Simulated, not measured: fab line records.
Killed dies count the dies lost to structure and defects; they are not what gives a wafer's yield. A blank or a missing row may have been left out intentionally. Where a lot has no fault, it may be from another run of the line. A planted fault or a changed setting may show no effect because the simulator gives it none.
Struck lot and sound lot, side by side    flow nandHarc    26 steps out of a route of 1302
Sound: the wafers L164.1, L164.3, L164.6. Wafers struck: L169.2, L169.5, L169.6. Last of all comes the cause.
Per side, at each step with rows, come the tool, then ch with its chambers, and then its first start. Under that, the readings that differ: sound wafers    struck wafers    difference of the means    sigmas: that difference in standard deviations of wafers without a fault.
alike: readings with means less than 2 such deviations apart, plus words and numbers identical on both sides. not compared: withheld readings, readings lacking a value on some wafer, bounds such as >300 that could conceal the same value, and numbers that have no deviation in the record and whose values overlap.
The two part at a step that has a row with sigmas, a row that says differs or no value, or rows on one side only. When numbers do not overlap yet have no deviation, they are printed without sigmas and do not part them. A reading missing from all wafers of one side parts the sides only when that side holds two or more wafers.

first, 5 steps without rows for these wafers: NHARC_P_GATE_STRIP_15 (strips in SPM, time 780 s); NHARC_P_GATE_PRECLEAN_71 (cleans in SC1); NHARC_P_GATE_SRD_72; NHARC_P_GATE_OXIDE_16 (material SiO2, target thk 3 nm, ox time 392 s); NHARC_P_GATE_CVD_17 (deposits poly-Si, target thk 150 nm, time 900 s).
NHARC_P_GATE_HM_DEP_102: deposits aC, target thk 120 nm.
  sound on aclDep-01 ch 0, day 5 15:57; struck on aclDep-01 ch 0, day 8 03:07
  alike: throttleValvePct
NHARC_P_GATE_DEP_103: deposits SiON, target thk 30 nm.
  sound on pecvd-03 ch 1,2, day 5 16:38; struck on pecvd-02 ch 0,2, day 8 03:40
  alike: heaterPowerW
then, 5 steps without rows for these wafers: NHARC_P_GATE_DEHYDRATE_18 (time 120 s); NHARC_P_GATE_HMDS_19 (time 30 s); NHARC_P_GATE_COAT_20 (resist thk 90 nm); NHARC_P_GATE_SOFTBAKE_21 (time 55 s); NHARC_P_GATE_EBR_22.
NHARC_P_GATE_EXPOSE_23: exposes mask P GATE, target cd 120 nm.
  sound on arfiScanner-01 ch 0, day 5 17:10; struck on arfiScanner-01 ch 0, day 8 04:17
reading  sound                       struck                               difference  sigmas
mask     P_GATE#0 P_GATE#0 P_GATE#0  P_GATE_R1#0 P_GATE_R1#0 P_GATE_R1#0  differs     
then, 2 steps without rows for these wafers: NHARC_P_GATE_PEB_24 (peb time 65 s); NHARC_P_GATE_DEVELOP_25 (develop time 35 s).
NHARC_P_GATE_CD_MEAS_26: the cd target is 120 nm.
  sound on cdSem-02 ch 0, day 5 17:19; struck on cdSem-01 ch 0
reading    sound              struck             difference  sigmas
cdNm (nm)  119.5 119.3 119.4  111.5 110.6 110.3  -8.6        -17
  not compared: hold
NHARC_P_GATE_OVL_MEAS_27:
  struck on overlay-02, day 8 11:02; sound on overlay-01, day 5 17:24
reading  sound  struck                                                                   difference                    sigmas
hold     - - -  awaitDispo/6.3h/release awaitDispo/6.3h/release awaitDispo/6.3h/release  no value on the sound wafers  
  alike: overlayXNm, overlayYNm
NHARC_P_GATE_INSPECT_28:
  struck on defectInspect-01, day 8 11:04; sound on defectInspect-02, day 5 17:26
  alike: rawDefectCount
NHARC_P_GATE_DESCUM_31: chemistry O2, time 3 s.
  sound on rieDiel-13 ch 0,2,3, day 5 17:31; struck on rieDiel-03 ch 2,3, day 8 11:08
reading                 sound              struck           difference  sigmas
model.P_GATE.cdNm (nm)  120.1 119.7 119.2  112 111.4 111.3  -8          
  alike: drypumpMotorCurrentA, oesProductAu, rfVppV, showerheadPlenumPTorr, throttleValvePct
  not compared: rfHoursCounterH
NHARC_P_GATE_ETCH_104: etches the open film in CF4/CHF3, target depth 60 nm.
  sound on rieDiel-13 ch 0,1,2, day 5 17:35; struck on rieDiel-03 ch 1,2,3, day 8 11:13
  alike: biasW, drypumpMotorCurrentA, oesProductAu, rfVppV, showerheadPlenumPTorr, throttleValvePct
NHARC_P_GATE_HM_OPEN_105: chemistry O2/COS, target depth 360 nm.
  sound on rieDiel-13 ch 2,3; struck on rieDiel-03 ch 0,3
  alike: biasW, drypumpMotorCurrentA, oesProductAu, rfVppV, showerheadPlenumPTorr, throttleValvePct
  not compared: rfHoursCounterH
then, 2 steps without rows for these wafers: NHARC_P_GATE_STRIP_106 (strips in O2/COS); NHARC_P_GATE_ETCH_114 (etches the open film in CF4/O2, target depth 30 nm, overetch 3 nm, time 16.5 s).
NHARC_P_GATE_ETCH_32: etches the open film in HBr/Cl2, target depth 150 nm, time 100.1 s.
  sound on rieSi-05 ch 1,2, day 5 17:58; struck on rieSi-02 ch 0,1, day 8 11:35
reading                 sound                 struck              difference  sigmas
biasW (W)               100.27 100.60 100.22  100.01 99.52 99.69  -0.62       -2
model.P_GATE.cdNm (nm)  119.6 121.1 120.4     112.2 112.1 110.5   -8.8        
  alike: drypumpMotorCurrentA, oesProductAu, throttleValvePct
  not compared: rfHoursCounterH
NHARC_P_GATE_STRIP_108: strips in O2.
  sound on rieDiel-03 ch 0,2,3, day 5 18:08; struck on rieDiel-03 ch 0,1,3, day 8 11:46
  alike: drypumpMotorCurrentA, oesProductAu, rfVppV, showerheadPlenumPTorr, throttleValvePct
  not compared: rfHoursCounterH
-- record jumps: 20 days between struck wafers' starts before vs after; left off in module P_GATE, resumes in module END, first step shown is number 1302 of the route --
NHARC_END_SORT_01:
  the record has rows for the struck wafers here (prober-01 ch 0, day 28 04:26) and none for the sound ones

WHERE THEY PART
Earliest at NHARC_P_GATE_EXPOSE_23; latest, in this record, at NHARC_END_SORT_01.

WHY: what had been put in by the simulator
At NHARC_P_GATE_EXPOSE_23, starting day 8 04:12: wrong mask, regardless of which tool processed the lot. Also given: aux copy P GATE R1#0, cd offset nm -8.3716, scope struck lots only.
